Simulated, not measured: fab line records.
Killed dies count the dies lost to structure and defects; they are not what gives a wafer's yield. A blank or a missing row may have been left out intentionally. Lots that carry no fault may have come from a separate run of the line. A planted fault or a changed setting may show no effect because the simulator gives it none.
Lot-split experiment -- flow n5Finfet -- 21 wafers read across 7 lots, on a route 1938 steps long

== ON THE SPLIT ==
At N5_BEOL_M7_ETCH_41 (etches SiCN in CH3F/O2, target depth 31.9 nm, time 57.8 s), the setting biasW was moved away from the recipe's 75 W on 4 of the 21 wafers read, by -15.7% to +15.3%. This setting was run at the recipe's value on the other wafers.

Reading taken at the split's own step.

== THE READING ==
rfVppV, in V, at N5_BEOL_M7_ETCH_41 (etches SiCN in CH3F/O2, target depth 31.9 nm, time 57.8 s). On this fab line, fault-free wafers typically give 297.8 V with a standard deviation of 1.3 V.

wafer,"tool, chamber at the split","biasW as run, W",against the recipe,"rfVppV, V",against lot-mates on the recipe
L075.1,"rieDiel-04, 1",86.51,+15.3%,324.7,+27.6
L075.3,"rieDiel-04, 3",86.51,+15.3%,325.1,+28.0
L075.4,"rieDiel-04, 0",75,recipe,297.1,-
L081.1,"rieDiel-05, 1",75,recipe,296.7,-
L081.2,"rieDiel-05, 0",75,recipe,298.2,-
L081.6,"rieDiel-05, 0",75,recipe,298.6,-
L086.3,"rieDiel-04, 2",75,recipe,298.4,-
L086.5,"rieDiel-04, 2",82.95,+10.6%,317.9,+19.5
L086.6,"rieDiel-04, 3",75,recipe,298.3,-
L090.1,"rieDiel-05, 1",75,recipe,297.6,-
L090.3,"rieDiel-05, 2",75,recipe,297.6,-
L090.6,"rieDiel-05, 2",75,recipe,296.1,-
L094.1,"rieDiel-05, 1",75,recipe,296.9,-
L094.3,"rieDiel-05, 3",75,recipe,296.4,-
L094.5,"rieDiel-05, 2",75,recipe,297.9,-
L095.1,"rieDiel-04, 1",75,recipe,295.7,-
L095.2,"rieDiel-04, 0",75,recipe,297.3,-
L095.4,"rieDiel-04, 2",75,recipe,298.0,-
L097.3,"rieDiel-05, 2",75,recipe,298.6,-
L097.4,"rieDiel-05, 1",63.26,-15.7%,265.5,-32.4
L097.6,"rieDiel-05, 2",75,recipe,297.1,-

THE FIT
A straight line over all 21 wafers: rfVppV changes by +1.89 V for each +1% of biasW; r = +1.00; the points scatter about the line by 1.1 V.
The same after taking each lot's own level away (the mean of its wafers on the recipe; 21 wafers): +1.9 V for each +1%; r = +1.00; scatter 0.97 V.
On that fit, the largest move of biasW shifts the reading by 30 V.
Across the lots, their own levels run from 297.00 to 298.35 V, a range of 1.0 times the standard deviation given above.
Consequently the slope shifts little with the lot-to-lot level, the two slopes agreeing.
Check: for one of the wafers moved furthest among these (-15.7%), held out of the fit, the line's prediction against its lot-mates is -28.4 V. Against them it came out at -32.4 V.
Tool readings at the split's step, against how far the setting was moved: rfVppV r = +1.00.

== FURTHER SPLITS ON THESE WAFERS ==
These wafers also went through other splits before the reading. Each is held against what the fit with the lots' levels taken away leaves over:
other split on the same wafers,wafers away from the commonest value,r with rfVppV (lot level and that fit taken away)
N5_BEOL_M5_EXPOSE_25 doseMj,6,+0.15
N5_BEOL_M6_ILD_DEP_00 timeS,4,-0.34
N5_BEOL_M6_COAT_05 spinRpm,7,-0.10
N5_BEOL_M7_ETCH_61 sourceW,5,+0.25
N5_BEOL_M7_COAT_71 spinRpm,10,+0.21
N5_BEOL_M7_TRENCH_ETCH_37 biasW,5,+0.16

== FILE'S OWN FIT ==
rfVppV changes by +1.92 V for each +1% of biasW, r = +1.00.
